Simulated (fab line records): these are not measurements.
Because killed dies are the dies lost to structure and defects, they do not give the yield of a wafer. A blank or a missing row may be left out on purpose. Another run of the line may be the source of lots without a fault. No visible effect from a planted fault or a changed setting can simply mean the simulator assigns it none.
A single fault, viewed from 2 desks / flow nand harc / what lay behind the numbers comes last; until then each desk has only its own

## THE DEFECT DESK
Lot by lot, what the route's inspections counted, given as the mean of those sampled wafers with a number. A lot is out of limits, marked OUT, if its mean lies more than 4 standard deviations from the usual mean; the brackets give that distance.
Columns: A = raw defect count at NHARC_P_CONTACT_INSPECT_27, usual 290
lot=L445; first seen here=day 5 09:18; A=339
lot=L446; first seen here=day 6 06:59; A=288
lot=L447; first seen here=day 6 08:15; A=150
lot=L451; first seen here=day 7 13:49; A=186
lot=L452; first seen here=day 7 14:46; A=293
lot=L455; first seen here=day 8 00:01; A=296
lot=L458; first seen here=day 9 16:28; A=280
lot=L461; first seen here=day 10 00:07; A=397
lot=L460; first seen here=day 10 03:30; A=247
lot=L464; first seen here=day 10 21:00; A=384
lot=L466; first seen here=day 11 01:44; A=189
lot=L467; first seen here=day 11 03:47; A=571
lot=L468; first seen here=day 11 20:40; A=246
This desk's verdict: no lot among the 13 shows anything out of limits.

## DESK OF THE TOOL OWNER: ald metal-01
The tool's own readings at NHARC_P_CONTACT_ALD_22 (deposits TiN, target thk 3 nm, pulse time 1 s, ald cycles 150): means of the sampled wafers that have a number, for each lot that ran on this tool. A lot is out of limits, marked OUT, if its mean lies more than 4 standard deviations from the usual mean; the brackets give that distance.
Columns: A = heater power w at NHARC_P_CONTACT_ALD_22, usual 1102 W; B = precursor pulse height rel at NHARC_P_CONTACT_ALD_22, usual 0.997
lot=L447; first seen here=day 6 00:52; A=1222; B=1.004
lot=L451; first seen here=day 7 08:18; A=1220; B=0.990
lot=L452; first seen here=day 7 11:05; A=1251; B=1.002
lot=L455; first seen here=day 7 22:44; A=1158; B=0.998
lot=L467; first seen here=day 11 02:31; A=1199; B=0.997
lot=L468; first seen here=day 11 19:25; A=1133; B=0.990
This desk's verdict: no lot among the 6 shows anything out of limits.

## PUT TOGETHER
Nothing out of limits was seen by the defect desk.
The desk of the tool owner found nothing out of limits.

## WHAT THE SIMULATOR PUT IN
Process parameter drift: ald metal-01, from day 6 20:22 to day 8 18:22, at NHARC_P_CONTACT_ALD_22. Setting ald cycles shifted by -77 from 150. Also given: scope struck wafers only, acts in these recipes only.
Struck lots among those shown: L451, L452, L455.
